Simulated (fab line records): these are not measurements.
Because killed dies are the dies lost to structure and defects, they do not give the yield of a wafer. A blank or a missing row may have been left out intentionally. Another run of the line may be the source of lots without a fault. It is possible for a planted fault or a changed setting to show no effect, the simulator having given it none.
fab line records	flow n5Finfet
[record] lots = 7	wafers = 21
route steps=1938 shown BEOL_M6@1200 BEOL_M9@1419
startH: start of the lot's first displayed wafer, in hours after the record's first day	waitH: hours from the lot's prior step to this one	" unchanged from the row above	L1.1+2: a single row standing in for several wafers	- no value, or no start given	* or withheld: withheld	< > ~ a bound
route shown NAME@n: NAME is a module with steps in the file, n the number in the route of the first one	usual: mean/standard deviation of fault-free wafers	same: alike in all rows	chamber/n: place in a boat	sites: each site's reading	_std_site: the standard deviation of these	_edge_site: outer sites' mean less inner sites'	radiusMm: how far each site lies from the wafer's centre	mask NAME#n: copy n	behind: the last tool/chamber to shape the wafer	hold: cause of the lot's hold/its duration in hours/its outcome	device: the n, p or np transistor that did not switch	end of line: the route-end tests of the same wafers	step lacking rows: just its recipe	killed: at the first sort, the dies lost to defects and structure; wafer yield is something else	map: a wafer's dies, x killed, . not, _ none there
set.NAME: the setting as run; set.NAME@STEP: as run at that earlier step	model.NAME: the simulator's own value behind a step, which no gauge read
lots with deliberately changed settings; one table per step, one row per wafer
[[steps]]
[step N5_BEOL_M6_COAT_60]
[recipe] resist = SiARC	tempC = 220	timeS = 60	spinRpm = 1500	resistThkNm = 35
lot.wafer	tool	chamber	startH	waitH	set.spinRpm	model.SiARC_of_BEOL_M6_COAT_60.thkNm
L075.1	lithoTrack-04	0	-	-	1500	35
L075.2+5	"	0	"	"	1500	35.2
L080.1+5	lithoTrack-05	0	-	-	1351	37
L080.6	"	0	"	"	1500	35
L082.1	lithoTrack-01	0	-	-	1500	35
L082.3	"	0	"	"	1622	33.6
L082.4	"	0	"	"	1622	33.8
L085.1+5+6	lithoTrack-01	0	-	-	1572	34.2
L084.1+2	lithoTrack-01	0	-	-	1500	35
L084.4	"	0	"	"	1500	34.8
L089.3+6	lithoTrack-05	0	-	-	1341	37
L089.4	"	0	"	"	1500	35
L094.1+6	lithoTrack-04	0	-	-	1500	35.2
L094.4	"	0	"	"	1380	36.6
[step N5_BEOL_M6_COAT_05]
[recipe] resist = CAR-ArF	spinRpm = 1500	resistThkNm = 90
[step N5_BEOL_M6_EBR_07]
[recipe] solvent = PGMEA	ebrWidthMm = 1.5
[step N5_BEOL_M6_DESCUM_16]
[recipe] chemistry = O2	timeS = 7.9	sourcePowerW = 50	biasPowerW = 20	pressureMtorr = 20	rfFrequencyHz = 2.712e+07	tempC = 40	resist = CAR-ArF	o2FlowSccm = 225
[step N5_BEOL_M6_ETCH_61]
[recipe] chemistry = CF4	target = SiARC	targetDepthA = 455	maskMaterial = CAR-ArF	timeS = 75.8	ionEnergyEv = 80	pressureMtorr = 40	sourceW = 545	biasW = 36	Ar_flow_sccm = 100	cf4FlowSccm = 100	ends = cleared
lot.wafer	tool	chamber	startH	waitH	set.spinRpm@BEOL_M6_COAT_60	model.CAR-ArF_of_BEOL_M6_COAT_05.thkNm	model.etch.depthNm
L075.1	rieDiel-05	1	175.24	0.0	1500	51	35.05
L075.2	"	0	"	"	1500	50.8	35.12
L075.5	"	2	"	"	1500	50.8	35.1
L080.1	rieDiel-03	3	258.71	0.0	1351	49	36.97
L080.5	"	1	"	"	1351	48.8	36.99
L080.6	"	0	"	"	1500	50.6	34.91
L082.1	rieDiel-04	2	258.87	0.0	1500	51	35.03
L082.3	"	0	"	"	1622	52	33.67
L082.4	"	3	"	"	1622	52.2	33.8
L085.1	rieDiel-03	3	265.59	0.0	1572	52	34.26
L085.5	"	0	"	"	1572	52	34.23
L085.6	"	3	"	"	1572	52	34.28
L084.1	rieDiel-05	2	265.79	0.0	1500	51.4	35.02
L084.2	"	0	"	"	1500	51.4	34.99
L084.4	"	1	"	"	1500	51.6	34.87
L089.3	rieDiel-03	1	283.38	0.0	1341	49	36.98
L089.4	"	3	"	"	1500	51	34.94
L089.6	"	3	"	"	1341	48.8	37.05
L094.1	rieDiel-03	2	311.16	0.0	1500	50.8	35.17
L094.4	"	3	"	"	1380	49.6	36.61
L094.6	"	3	"	"	1500	50.8	35.25
[step N5_BEOL_M6_ETCH_62]
[recipe] chemistry = N2/H2	target = SOC	targetDepthA = 1100	overetchA = 220	maskMaterial = SiARC	tempC = 40	timeS = 165	ionEnergyEv = 200	pressureMtorr = 30	sourceW = 840	biasW = 150	n2FlowSccm = 200	h2FlowSccm = 200
lot.wafer	tool	chamber	startH	waitH	set.timeS
L075.1+2+5	rieDiel-05	1,0,2	175.30	0.0	165
L080.1+5+6	rieDiel-03	3,1,0	258.76	0.0	165
L082.1+4	rieDiel-04	2,3	258.93	0.0	175
L082.3	"	0	"	"	165
L085.1	rieDiel-03	3	265.65	0.0	165
L085.5+6	"	0,3	"	"	191.6
L084.1+4	rieDiel-05	2,1	265.85	0.0	134.7
L084.2	"	0	"	"	165
L089.3+6	rieDiel-03	1,3	283.44	0.0	184.4
L089.4	"	3	"	"	165
L094.1	rieDiel-03	2	311.22	0.0	189.1
L094.4+6	"	3	"	"	165
[step N5_BEOL_M6_STRIP_68]
[recipe] chemistry = N2/H2	tempC = 40	n2FlowSccm = 200	h2FlowSccm = 200	rfFrequencyHz = 6e+07
[step N5_BEOL_M6_STRIP_67]
[recipe] chemistry = CF4	resist = SiARC	powerW = 300	biasPowerW = 75	pressureMtorr = 50	cf4FlowSccm = 150	rfFrequencyHz = 6e+07
[step N5_BEOL_M6_HM_OPEN_17]
[recipe] chemistry = Cl2/BCl3	targetDepthA = 200	overetchA = 60	target = TiN	maskMaterial = SOC	ionEnergyEv = 150	pressureMtorr = 10	icpW = 1000	biasW = 126	Cl2_flow_sccm = 53.25	bcl3FlowSccm = 21.75	Ar_flow_sccm = 25
lot.wafer	tool	chamber	startH	waitH	set.timeS@BEOL_M6_ETCH_62	model.etch.depthNm
L075.1	rieMetal-03	1	175.49	0.0	165	20.26
L075.2	"	0	"	"	165	20.2
L075.5	"	1	"	"	165	19.88
L080.1	rieMetal-03	0	258.95	0.0	165	20.09
L080.5	"	0	"	"	165	19.73
L080.6	"	1	"	"	165	20.18
L082.1	rieMetal-03	0	259.12	0.0	175	19.07
L082.3	"	1	"	"	165	19.85
L082.4	"	0	"	"	175	18.35
L085.1	rieMetal-03	0	265.84	0.0	165	20.06
L085.5	"	0	"	"	191.6	17.65
L085.6	"	1	"	"	191.6	17.68
L084.1	rieMetal-02	0	266.03	0.0	134.7	19.87
L084.2	"	1	"	"	165	19.27
L084.4	"	0	"	"	134.7	19.76
L089.3	rieMetal-03	1	283.66	0.1	184.4	17.5
L089.4	"	0	"	"	165	19.98
L089.6	"	0	"	"	184.4	17.71
L094.1	rieMetal-03	0	311.41	0.0	189.1	17.32
L094.4	"	1	"	"	165	20.1
L094.6	"	1	"	"	165	19.68
[step N5_BEOL_M6_VIA_ETCH_34]
[recipe] chemistry = C4F6/O2	target = SiCOH_lowk	targetDepthA = 1263	maskMaterial = SOC	taperDeg = 4	timeS = 50.9	ionEnergyEv = 250	pressureMtorr = 30	sourceW = 345	biasW = 185	Ar_flow_sccm = 300	C4F6_flow_sccm = 10	O2_flow_sccm = 10
lot.wafer	tool	chamber	startH	waitH	set.timeS	model.etch.depthNm	model.SOC_of_BEOL_M6_COAT_63.thkNm
L075.1	rieDiel-05	3	176.43	0.0	50.9	134.1	53.4
L075.2	"	1	"	"	50.9	128	53.8
L075.5	"	3	"	"	50.9	135.4	53.2
L082.1	rieDiel-05	2	261.69	0.0	50.9	128.3	53.6
L082.3	"	1	"	"	50.9	127.2	53.6
L082.4	"	0	"	"	42.96	103.5	55
L080.1	rieDiel-03	3	261.86	0.0	50.9	123.5	54
L080.5	"	2	"	"	50.9	126.1	53.8
L080.6	"	3	"	"	50.9	123.1	54
L085.1	rieDiel-05	1	269.04	0.0	50.9	127.6	54.2
L085.5	"	1	"	"	50.9	128	54
L085.6	"	2	"	"	41.11	103.5	55.4
L084.1	rieDiel-05	3	276.27	0.0	50.9	132.7	53.4
L084.2	"	1	"	"	50.9	128.2	54
L084.4	"	0	"	"	50.9	125.2	54
L089.3	rieDiel-03	1	284.89	0.0	50.9	129.7	54
L089.4	"	2	"	"	50.9	125.5	54.2
L089.6	"	0	"	"	50.9	130.3	53.8
L094.1	rieDiel-04	0	313.79	0.0	47.99	116.7	54.4
L094.4	"	2	"	"	47.99	114.6	54.6
L094.6	"	2	"	"	50.9	121.2	54.2
[step N5_BEOL_M6_TRENCH_ETCH_37]
[recipe] chemistry = C4F6/O2	targetDepthA = 944.35	target = SiCOH_lowk	timeS = 31.5	ionEnergyEv = 250	pressureMtorr = 30	sourceW = 345	biasW = 185	Ar_flow_sccm = 300	C4F6_flow_sccm = 10	O2_flow_sccm = 10
lot.wafer	tool	chamber	startH	waitH	set.timeS	model.BEOL_M6.featureDepthNm	model.etch.depthNm
L075.1	rieDiel-05	3	-	-	31.5	100.4	100.5
L075.2	"	1	"	"	31.5	96	95.99
L075.5	"	3	"	"	31.5	100.2	100.3
L082.1	rieDiel-05	2	-	-	31.5	95.8	95.74
L082.3	"	1	"	"	31.5	94.2	94.19
L082.4	"	0	"	"	29.46	85	84.98
L080.1	rieDiel-03	3	-	-	31.5	92.2	92.13
L080.5	"	2	"	"	26.89	79.6	79.53
L080.6	"	3	"	"	31.5	92.4	92.43
L085.1	rieDiel-05	1	-	-	31.5	95.8	95.81
L085.5	"	1	"	"	36	109.4	109.3
L085.6	"	2	"	"	31.5	96.4	96.41
L084.1	rieDiel-05	3	-	-	35.38	111.2	111.3
L084.2	"	1	"	"	35.38	107.6	107.7
L084.4	"	0	"	"	31.5	93.4	93.5
L089.3	rieDiel-03	1	-	-	31.5	97.2	97.11
L089.4	"	2	"	"	29.63	88.8	88.8
L089.6	"	0	"	"	29.63	92.2	92.12
L094.1	rieDiel-04	0	-	-	35.06	104.8	104.8
L094.4	"	2	"	"	35.06	101.8	101.9
L094.6	"	2	"	"	31.5	91	90.91
[step N5_BEOL_M6_ETCH_41]
[recipe] chemistry = CH3F/O2	target = SiCN	targetDepthA = 297	taperDeg = 2	timeS = 52	ionEnergyEv = 120	maskMaterial = TiN	pressureMtorr = 30	sourceW = 395	biasW = 75	Ar_flow_sccm = 150	CH3F_flow_sccm = 30	O2_flow_sccm = 20
[step N5_BEOL_M6_STRIP_80]
[recipe] chemistry = N2/H2	timeS = 10	powerW = 450	tempC = 40	pressureMtorr = 20	rfFrequencyHz = 6e+07	biasPowerW = 7	n2FlowSccm = 200	h2FlowSccm = 200
[step N5_BEOL_M6_OCD_MEAS_38]
[usual] trenchDepthNm = 94/3.4
lot.wafer	tool	chamber	startH	waitH	set.timeS@BEOL_M6_TRENCH_ETCH_37	trenchDepthNm
L075.1	ocd-01	-	176.68	-	31.5	101
L075.2	"	-	"	"	31.5	96
L075.5	"	-	"	"	31.5	101
L082.1	ocd-01	-	261.93	-	31.5	96
L082.3	"	-	"	"	31.5	94
L082.4	"	-	"	"	29.46	85
L080.1	ocd-02	-	262.11	-	31.5	92
L080.5	"	-	"	"	26.89	80
L080.6	"	-	"	"	31.5	93
L085.1	ocd-02	-	269.29	-	31.5	96
L085.5	"	-	"	"	36	109
L085.6	"	-	"	"	31.5	97
L084.1	ocd-02	-	276.51	-	35.38	112
L084.2	"	-	"	"	35.38	108
L084.4	"	-	"	"	31.5	94
L089.3	ocd-01	-	285.14	-	31.5	97
L089.4	"	-	"	"	29.63	89
L089.6	"	-	"	"	29.63	92
L094.1	ocd-02	-	314.03	-	35.06	105
L094.4	"	-	"	"	35.06	102
L094.6	"	-	"	"	31.5	91
[step N5_BEOL_M6_HM_STRIP_39]
[recipe] chemistry = peroxideTinStrip	material = TiN	targetDepthA = 250	tempC = 50	timeS = 158
[step N5_BEOL_M6_SRD_40]
[recipe] timeS = 30	tempC = 23	rinseLiquid = diw	dry = ipaMarangoni
[step N5_BEOL_M6_ECD_50]
[recipe] material = Cu	targetThkA = 3000
[step N5_BEOL_M6_ANNEAL_51]
[recipe] tempC = 225	timeS = 90	ambient = N2
[step N5_BEOL_M6_CMP_52]
[recipe] stopOn = SiCOH_lowk	tOverpolishS = 6.9	downForcePsi = 1	platenRpm = 50	clearingPlatenDownForcePsi = 1.5	clearingPlatenRpm = 50	postCmpClean = cuAlkaline	targetThkNm = 80	clearingPlatenPadVelocityMS = 0.99484	padVelocityMS = 0.99484
lot.wafer	tool	chamber	startH	waitH	set.timeS@BEOL_M6_TRENCH_ETCH_37	model.Cu_of_BEOL_M6_ECD_50.thkNm
L075.1	cmp-04	0	178.78	0.3	31.5	87.8
L075.2	"	3	"	"	31.5	82.4
L075.5	"	1	"	"	31.5	84.4
L082.3	cmp-02	0	263.87	0.2	31.5	78.2
L082.4	"	1	"	"	29.46	69.8
L082.1	"	2	"	"	31.5	81.6
L080.1	cmp-01	0	265.32	0.3	31.5	77.6
L080.5	"	0	"	"	26.89	64
L080.6	"	1	"	"	31.5	76.2
L085.1	cmp-02	1	272.77	0.3	31.5	81.2
L085.5	"	1	"	"	36	94.4
L085.6	"	2	"	"	31.5	83.2
L084.4	cmp-04	2	280.61	0.1	31.5	79.4
L084.2	"	3	"	"	35.38	93.2
L084.1	"	0	"	"	35.38	98.4
L089.3	cmp-02	3	287.85	0.2	31.5	82.8
L089.4	"	1	"	"	29.63	74.8
L089.6	"	3	"	"	29.63	78.2
L094.4	cmp-02	3	316.62	0.1	35.06	87.8
L094.1	"	2	"	"	35.06	91.4
L094.6	"	0	"	"	31.5	75.6
[step N5_BEOL_M6_THK_MEAS_53]
[recipe] thkMeasGauge = xrf	reads = Cu_of_BEOL_M6_ECD_50
[usual] M6_THK = 78/3.6
lot.wafer	tool	chamber	startH	waitH	set.timeS@BEOL_M6_TRENCH_ETCH_37	M6_THK[nm]
L075.1	filmMetro-02	-	179.07	-	31.5	86
L075.2	"	-	"	"	31.5	80
L075.5	"	-	"	"	31.5	82
L082.1	filmMetro-02	-	264.12	-	31.5	79
L082.3	"	-	"	"	31.5	76
L082.4	"	-	"	"	29.46	68
L080.1	filmMetro-01	-	265.61	-	31.5	76
L080.5	"	-	"	"	26.89	62
L080.6	"	-	"	"	31.5	74
L085.1	filmMetro-01	-	273.06	-	31.5	80
L085.5	"	-	"	"	36	93
L085.6	"	-	"	"	31.5	82
L084.1	filmMetro-01	-	280.90	-	35.38	96
L084.2	"	-	"	"	35.38	91
L084.4	"	-	"	"	31.5	77
L089.3	filmMetro-01	-	288.15	-	31.5	81
L089.4	"	-	"	"	29.63	73
L089.6	"	-	"	"	29.63	76
L094.1	filmMetro-01	-	316.92	-	35.06	91
L094.4	"	-	"	"	35.06	87
L094.6	"	-	"	"	31.5	75
[step N5_BEOL_M6_PRE_CLEAN_55]
[recipe] gas = NH3	timeS = 15	tempC = withheld	rfPowerW = 300
[step N5_BEOL_M6_DEP_56]
[recipe] material = SiCN	targetThkA = 100	tempC = withheld	precursor = 3MS/NH3	pressureTorr = 3	rfW = 202	timeS = 17.5
[step N5_BEOL_M6_RS_MEAS_57]
[recipe] thkMeasGauge = four-point-probe	reads = Cu_of_BEOL_M6_ECD_50+Co_of_BEOL_M6_CVD_78+TaN_of_BEOL_M6_ALD_77
[usual] M6_RS = 0.287/0.016
lot.wafer	tool	chamber	startH	waitH	set.timeS@BEOL_M6_TRENCH_ETCH_37	M6_RS[ohm/sq]
L075.1	filmMetro-01	-	179.22	0.1	31.5	0.257
L075.2	"	-	"	"	31.5	0.276
L075.5	"	-	"	"	31.5	0.269
L082.1	filmMetro-01	-	264.25	0.1	31.5	0.280
L082.3	"	-	"	"	31.5	0.295
L082.4	"	-	"	"	29.46	0.337
L080.1	filmMetro-02	-	265.74	0.1	31.5	0.296
L080.5	"	-	"	"	26.89	0.374
L080.6	"	-	"	"	31.5	0.303
L085.1	filmMetro-02	-	273.19	0.1	31.5	0.281
L085.5	"	-	"	"	36	0.236
L085.6	"	-	"	"	31.5	0.273
L084.1	filmMetro-02	-	281.03	0.1	35.38	0.225
L084.2	"	-	"	"	35.38	0.239
L084.4	"	-	"	"	31.5	0.289
L089.3	filmMetro-02	-	288.28	0.1	31.5	0.274
L089.4	"	-	"	"	29.63	0.310
L089.6	"	-	"	"	29.63	0.294
L094.1	filmMetro-02	-	317.05	0.1	35.06	0.245
L094.4	"	-	"	"	35.06	0.256
L094.6	"	-	"	"	31.5	0.306
[step N5_BEOL_M9_ETCH_62]
[recipe] chemistry = N2/H2	target = SOC	targetDepthA = 1100	overetchA = 220	maskMaterial = SiARC	tempC = 40	timeS = 165	ionEnergyEv = 200	pressureMtorr = 30	sourceW = 840	biasW = 150	n2FlowSccm = 200	h2FlowSccm = 200
[usual] rfVppV = 524.4/2.5
lot.wafer	tool	chamber	startH	waitH	set.sourceW	rfVppV
L075.1	rieDiel-01	2	190.25	0.0	840	525.3
L075.2	"	3	"	"	840	526.6
L075.5	"	1	"	"	840	526.4
L082.1	rieDiel-06	3	288.45	0.0	840	521.1
L082.3	"	2	"	"	840	526.1
L082.4	"	1	"	"	840	528.8
L080.1	rieDiel-01	2	290.26	0.0	840	524.8
L080.5	"	2	"	"	840	524.8
L080.6	"	0	"	"	840	521.4
L085.1	rieDiel-06	0	290.91	0.0	799.3	530.2
L085.5	"	2	"	"	799.3	535.1
L085.6	"	3	"	"	840	521.0
L084.1	rieDiel-06	0	300.45	0.0	987.7	493.4
L084.2	"	1	"	"	987.7	499.2
L084.4	"	1	"	"	840	526.7
L089.3	rieDiel-06	1	311.73	0.0	840	528.2
L089.4	"	0	"	"	840	521.6
L089.6	"	1	"	"	840	527.1
L094.1	rieDiel-06	1	334.77	0.0	880.2	519.0
L094.4	"	0	"	"	840	523.1
L094.6	"	3	"	"	880.2	512.6
[step N5_BEOL_M9_COAT_63]
[recipe] resist = SOC	tempC = 250	timeS = 60	spinRpm = 1500	resistThkNm = 60
lot.wafer	tool	chamber	startH	waitH	set.spinRpm	model.SOC_of_BEOL_M9_COAT_63.thkNm
L075.1+2+5	lithoTrack-03	0	190.65	0.0	1500	60.2
L082.1	lithoTrack-05	0	289.16	0.3	1421	61.8
L082.3+4	"	0	"	"	1500	60.2
L080.1	lithoTrack-01	0	292.57	1.7	1606	58
L080.5	"	0	"	"	1606	57.8
L080.6	"	0	"	"	1500	59.8
L085.1	lithoTrack-03	0	292.57	1.2	1442	61
L085.5+6	"	0	"	"	1500	60
L084.1	lithoTrack-05	0	300.93	0.1	1500	59.8
L084.2	"	0	"	"	1500	60
L084.4	"	0	"	"	1608	58
L089.3	lithoTrack-01	0	312.84	0.7	1569	58.6
L089.4+6	"	0	"	"	1500	60
L094.1+4	lithoTrack-03	0	335.89	0.7	1500	59.8
L094.6	"	0	"	"	1457	60.6
[step N5_BEOL_M9_COAT_64]
[recipe] resist = SiARC	tempC = 220	timeS = 60	spinRpm = 1500	resistThkNm = 12
[step N5_BEOL_M9_COAT_75]
[recipe] resist = underlayer	tempC = 205	timeS = 60	spinRpm = 1500	resistThkNm = 5
[step N5_BEOL_M9_ETCH_76]
[recipe] chemistry = N2/H2	target = underlayer	targetDepthA = 65	maskMaterial = CAR-EUV	timeS = 5.2	ionEnergyEv = 200	pressureMtorr = 30	sourceW = 840	biasW = 150	n2FlowSccm = 200	h2FlowSccm = 200	ends = cleared
[step N5_BEOL_M9_ETCH_65]
[recipe] chemistry = CF4	target = SiARC	targetDepthA = 156	maskMaterial = CAR-EUV	timeS = 26	ionEnergyEv = 80	pressureMtorr = 40	sourceW = 545	biasW = 36	Ar_flow_sccm = 100	cf4FlowSccm = 100	ends = cleared
[step N5_BEOL_M9_ETCH_66]
[recipe] chemistry = N2/H2	target = SOC	targetDepthA = 800	overetchA = 160	maskMaterial = SiARC	tempC = 40	timeS = 120	ionEnergyEv = 200	pressureMtorr = 30	sourceW = 840	biasW = 150	n2FlowSccm = 200	h2FlowSccm = 200
lot.wafer	tool	chamber	startH	waitH	set.spinRpm@BEOL_M9_COAT_63	model.etch.depthNm
L075.1	rieDiel-01	3	191.24	0.0	1500	60.23
L075.2	"	1	"	"	1500	60.1
L075.5	"	2	"	"	1500	60.14
L082.1	rieDiel-01	0	289.72	0.0	1421	61.8
L082.3	"	2	"	"	1500	60.12
L082.4	"	3	"	"	1500	60.11
L080.1	rieDiel-02	2	293.16	0.0	1606	57.98
L080.5	"	0	"	"	1606	57.75
L080.6	"	3	"	"	1500	59.77
L085.1	rieDiel-01	0	293.33	0.0	1442	61.09
L085.5+6	"	0,2	"	"	1500	60.02
L084.1	rieDiel-01	2	301.52	0.0	1500	59.86
L084.2	"	0	"	"	1500	60.01
L084.4	"	2	"	"	1608	57.94
L089.3	rieDiel-01	3	313.47	0.0	1569	58.58
L089.4	"	2	"	"	1500	60.02
L089.6	"	3	"	"	1500	60.06
L094.1+4	rieDiel-01	1,0	336.48	0.0	1500	59.72
L094.6	"	1	"	"	1457	60.56
[step N5_BEOL_M9_STRIP_69]
[recipe] chemistry = N2/H2	tempC = 40	n2FlowSccm = 200	h2FlowSccm = 200	rfFrequencyHz = 6e+07
[step N5_BEOL_M9_STRIP_77]
[recipe] chemistry = N2/H2	tempC = 40	n2FlowSccm = 200	h2FlowSccm = 200	rfFrequencyHz = 6e+07
[step N5_BEOL_M9_VIA_ETCH_34]
[recipe] chemistry = C4F6/O2	target = SiCOH_lowk	targetDepthA = 1824	maskMaterial = SOC	taperDeg = 4	timeS = 68.4	ionEnergyEv = 250	pressureMtorr = 30	sourceW = 345	biasW = 185	Ar_flow_sccm = 300	C4F6_flow_sccm = 10	O2_flow_sccm = 10
lot.wafer	tool	chamber	startH	waitH	set.spinRpm@BEOL_M9_COAT_63	model.SOC_of_BEOL_M9_COAT_63.thkNm
L075.1	rieDiel-01	3	191.34	0.0	1500	51.6
L075.2	"	1	"	"	1500	51.4
L075.5	"	2	"	"	1500	51.2
L082.1	rieDiel-01	0	289.82	0.0	1421	53
L082.3	"	2	"	"	1500	51
L082.4	"	3	"	"	1500	51.4
L080.1+5	rieDiel-02	2,0	293.26	0.0	1606	48.6
L080.6	"	3	"	"	1500	50.8
L085.1	rieDiel-01	0	293.43	0.0	1442	52.4
L085.5	"	0	"	"	1500	51.2
L085.6	"	2	"	"	1500	51
L084.1	rieDiel-01	2	301.62	0.0	1500	50.8
L084.2	"	0	"	"	1500	51.2
L084.4	"	2	"	"	1608	48.8
L089.3	rieDiel-01	3	313.57	0.0	1569	49.8
L089.4	"	2	"	"	1500	51
L089.6	"	3	"	"	1500	51.2
L094.1	rieDiel-01	1	336.58	0.0	1500	51.2
L094.4	"	0	"	"	1500	50.8
L094.6	"	1	"	"	1457	52
[[key]]
[split] step = N5_BEOL_M6_COAT_60	setting = spinRpm	stated = 1500	by = wafer
[response] step = N5_BEOL_M6_COAT_60	reading = model.SiARC_of_BEOL_M6_COAT_60.thkNm	change = -0.184	per = 1%	r = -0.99
[response] step = N5_BEOL_M6_ETCH_61	reading = model.CAR-ArF_of_BEOL_M6_COAT_05.thkNm	change = +0.169	per = 1%	r = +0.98
[response] step = N5_BEOL_M6_ETCH_61	reading = model.etch.depthNm	change = -0.188	per = 1%	r = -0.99
[split] step = N5_BEOL_M6_ETCH_62	setting = timeS	stated = 165	by = wafer
[response] step = N5_BEOL_M6_HM_OPEN_17	reading = model.etch.depthNm	change = -0.123	per = 1%	r = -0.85
[split] step = N5_BEOL_M6_VIA_ETCH_34	setting = timeS	stated = 50.9	by = wafer
[response] step = N5_BEOL_M6_VIA_ETCH_34	reading = model.etch.depthNm	change = +1.36	per = 1%	r = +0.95
[response] step = N5_BEOL_M6_VIA_ETCH_34	reading = model.SOC_of_BEOL_M6_COAT_63.thkNm	change = -0.0752	per = 1%	r = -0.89
[split] step = N5_BEOL_M6_TRENCH_ETCH_37	setting = timeS	stated = 31.5	by = wafer
[response] step = N5_BEOL_M6_TRENCH_ETCH_37	reading = model.BEOL_M6.featureDepthNm	change = +1.05	per = 1%	r = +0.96
[response] step = N5_BEOL_M6_TRENCH_ETCH_37	reading = model.etch.depthNm	change = +1.05	per = 1%	r = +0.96
[response] step = N5_BEOL_M6_OCD_MEAS_38	reading = trenchDepthNm	change = +1.03	per = 1%	r = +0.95
[response] step = N5_BEOL_M6_CMP_52	reading = model.Cu_of_BEOL_M6_ECD_50.thkNm	change = +1.07	per = 1%	r = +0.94
[response] step = N5_BEOL_M6_THK_MEAS_53	reading = M6_THK	change = +1.05	per = 1%	r = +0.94
[response] step = N5_BEOL_M6_RS_MEAS_57	reading = M6_RS	change = -0.00451	per = 1%	r = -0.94
[split] step = N5_BEOL_M9_ETCH_62	setting = sourceW	stated = 840	by = wafer
[response] step = N5_BEOL_M9_ETCH_62	reading = rfVppV	change = -1.76	per = 1%	r = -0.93
[split] step = N5_BEOL_M9_COAT_63	setting = spinRpm	stated = 1500	by = wafer
[response] step = N5_BEOL_M9_COAT_63	reading = model.SOC_of_BEOL_M9_COAT_63.thkNm	change = -0.277	per = 1%	r = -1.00
[response] step = N5_BEOL_M9_ETCH_66	reading = model.etch.depthNm	change = -0.288	per = 1%	r = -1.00
[response] step = N5_BEOL_M9_VIA_ETCH_34	reading = model.SOC_of_BEOL_M9_COAT_63.thkNm	change = -0.315	per = 1%	r = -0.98
